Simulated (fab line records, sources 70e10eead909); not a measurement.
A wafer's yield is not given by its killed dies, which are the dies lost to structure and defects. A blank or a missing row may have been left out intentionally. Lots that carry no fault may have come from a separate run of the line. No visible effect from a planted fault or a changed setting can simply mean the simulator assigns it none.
Chamber matching ; flow nand_harc ; NHARC_P_GATE_ETCH_104 on rie_diel-01 has 4 sister chambers
The step etches the open film in CF4/CHF3, target depth 60 nm. 4 wafers are shown with their chamber, then 12 later ones without.

== WAFERS, EACH WITH ITS CHAMBER ==
wafer;chamber;showerhead_plenum_p_Torr (Torr)
L086.1;3;1.65
L086.5;1;1.64
L088.4;0;1.62
L088.6;2;1.49

== WAFERS WHOSE CHAMBER IS MISSING ==
wafer;showerhead_plenum_p_Torr (Torr)
L091.3;1.49
L091.4;1.62
L091.6;1.65
L092.2;1.62
L092.3;1.64
L092.4;1.65
L097.2;1.65
L097.4;1.61
L097.5;1.49
L096.2;1.63
L096.4;1.49
L096.6;1.65

== CHAMBER TAKEN BY EACH ==
wafer;from the rows above;in truth
L091.3;2;2
L091.4;0;0
L091.6;3;3
L092.2;0;0
L092.3;1;1
L092.4;3;3
L097.2;3;3
L097.4;0;0
L097.5;2;2
L096.2;can't be placed: 0 or 1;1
L096.4;2;2
L096.6;3;3
11 of 12 placed correctly. Can't be placed from these rows: 1 (the true chamber is among the candidates in 1). Wrongly placed: 0.
How it was worked out, from the rows above alone: a wafer's distance from a chamber is the root of the sum, over the readings, of the square of ((its reading less the chamber's mean) divided by the reading's scatter). The wafer belongs to the nearest chamber; if the next one is less than 2 further off, it can't be placed. A chamber's mean is the mean of its shown wafers. The scatter (one wafer shown for each chamber): square how far every hidden wafer sits from the nearest shown wafer, average those squares and take the square root.
